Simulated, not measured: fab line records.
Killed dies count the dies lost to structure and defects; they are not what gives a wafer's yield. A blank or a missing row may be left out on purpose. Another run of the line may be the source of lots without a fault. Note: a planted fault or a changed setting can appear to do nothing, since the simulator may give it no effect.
Matching of chambers / flow nand harc / 4 sister chambers for NHARC_A_CHANNEL_FILL_D1_ALD_25 on ald hk-01
The step deposits SiOx, target thk 60 nm, pulse time 10 s, ald cycles 600. 20 wafers are shown with their chamber, then 10 later ones without.

## WAFERS PAIRED WITH THEIR CHAMBERS
wafer=L077.4; chamber=1; heater power w (W)=468; susceptor temp C (C)=300.20; precursor pulse height rel=0.963
wafer=L077.1; chamber=0; heater power w (W)=458; susceptor temp C (C)=300.06; precursor pulse height rel=1.030
wafer=L077.6; chamber=1; heater power w (W)=483; susceptor temp C (C)=300.20; precursor pulse height rel=1.021
wafer=L079.4; chamber=2; heater power w (W)=504; susceptor temp C (C)=299.71; precursor pulse height rel=1.018
wafer=L079.5; chamber=3; heater power w (W)=439; susceptor temp C (C)=300.38; precursor pulse height rel=0.997
wafer=L079.6; chamber=2; heater power w (W)=496; susceptor temp C (C)=299.77; precursor pulse height rel=0.991
wafer=L081.3; chamber=3; heater power w (W)=432; susceptor temp C (C)=300.27; precursor pulse height rel=0.965
wafer=L081.4; chamber=0; heater power w (W)=466; susceptor temp C (C)=299.94; precursor pulse height rel=1.032
wafer=L081.2; chamber=2; heater power w (W)=510; susceptor temp C (C)=299.80; precursor pulse height rel=0.975
wafer=L084.1; chamber=0; heater power w (W)=458; susceptor temp C (C)=299.94; precursor pulse height rel=0.959
wafer=L084.3; chamber=3; heater power w (W)=435; susceptor temp C (C)=299.80; precursor pulse height rel=1.018
wafer=L084.5; chamber=0; heater power w (W)=459; susceptor temp C (C)=300.26; precursor pulse height rel=1.047
wafer=L085.4; chamber=1; heater power w (W)=484; susceptor temp C (C)=299.86; precursor pulse height rel=0.990
wafer=L085.5; chamber=2; heater power w (W)=499; susceptor temp C (C)=299.76; precursor pulse height rel=1.001
wafer=L085.6; chamber=3; heater power w (W)=438; susceptor temp C (C)=300.39; precursor pulse height rel=1.013
wafer=L087.4; chamber=0; heater power w (W)=452; susceptor temp C (C)=300.29; precursor pulse height rel=1.007
wafer=L087.5; chamber=3; heater power w (W)=438; susceptor temp C (C)=300.16; precursor pulse height rel=0.996
wafer=L087.6; chamber=0; heater power w (W)=454; susceptor temp C (C)=300.17; precursor pulse height rel=0.992
wafer=L090.2; chamber=1; heater power w (W)=493; susceptor temp C (C)=300.13; precursor pulse height rel=1.008
wafer=L090.1; chamber=3; heater power w (W)=429; susceptor temp C (C)=299.63; precursor pulse height rel=0.967

SIGNATURES (means of the wafers above)
reading=heater power w; chamber 0=457.83; chamber 1=482.00; chamber 2=502.25; chamber 3=435.17; scatter within a chamber=6.28
reading=susceptor temp C; chamber 0=300.1100; chamber 1=300.0975; chamber 2=299.7600; chamber 3=300.1050; scatter within a chamber=0.21
reading=precursor pulse height rel; chamber 0=1.01117; chamber 1=0.99550; chamber 2=0.99625; chamber 3=0.99267; scatter within a chamber=0.0257
Rule: a wafer lies at a distance from a chamber equal to the root of the sum of squares, over the readings, of (its reading less the chamber's mean, divided by the reading's scatter). If the next closest chamber is less than 2 further off than the closest, the wafer can't be placed; otherwise it belongs to the closest. How the scatter is found: for the shown wafers, subtract from each reading the mean of its chamber, square and add these, divide the total by (wafers less chambers), then take the root.

## WAFERS MISSING THEIR CHAMBER
wafer=L090.5; heater power w (W)=478; susceptor temp C (C)=299.91; precursor pulse height rel=0.991
wafer=L092.2; heater power w (W)=487; susceptor temp C (C)=300.10; precursor pulse height rel=1.011
wafer=L092.5; heater power w (W)=490; susceptor temp C (C)=300.13; precursor pulse height rel=0.997
wafer=L092.6; heater power w (W)=509; susceptor temp C (C)=300.09; precursor pulse height rel=1.034
wafer=L094.1; heater power w (W)=450; susceptor temp C (C)=299.41; precursor pulse height rel=1.040
wafer=L094.5; heater power w (W)=434; susceptor temp C (C)=299.97; precursor pulse height rel=1.016
wafer=L094.6; heater power w (W)=473; susceptor temp C (C)=299.97; precursor pulse height rel=1.021
wafer=L096.2; heater power w (W)=466; susceptor temp C (C)=299.72; precursor pulse height rel=1.000
wafer=L096.5; heater power w (W)=464; susceptor temp C (C)=299.96; precursor pulse height rel=1.040
wafer=L096.6; heater power w (W)=483; susceptor temp C (C)=300.24; precursor pulse height rel=0.994

## CHAMBER TAKEN BY EACH
wafer=L090.5; from the rows above=1; in truth=1
wafer=L092.2; from the rows above=can't be placed: 1 or 2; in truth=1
wafer=L092.5; from the rows above=can't be placed: 1 or 2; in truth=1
wafer=L092.6; from the rows above=2; in truth=2
wafer=L094.1; from the rows above=can't be placed: 0 or 3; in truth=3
wafer=L094.5; from the rows above=3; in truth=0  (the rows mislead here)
wafer=L094.6; from the rows above=can't be placed: 1 or 0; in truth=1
wafer=L096.2; from the rows above=can't be placed: 0 or 1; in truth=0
wafer=L096.5; from the rows above=can't be placed: 0 or 1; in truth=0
wafer=L096.6; from the rows above=1; in truth=1
Placed correctly: 3 of 10. Can't be placed from these rows: 6 (the true chamber is among the candidates in 6). Wrongly placed: 1.
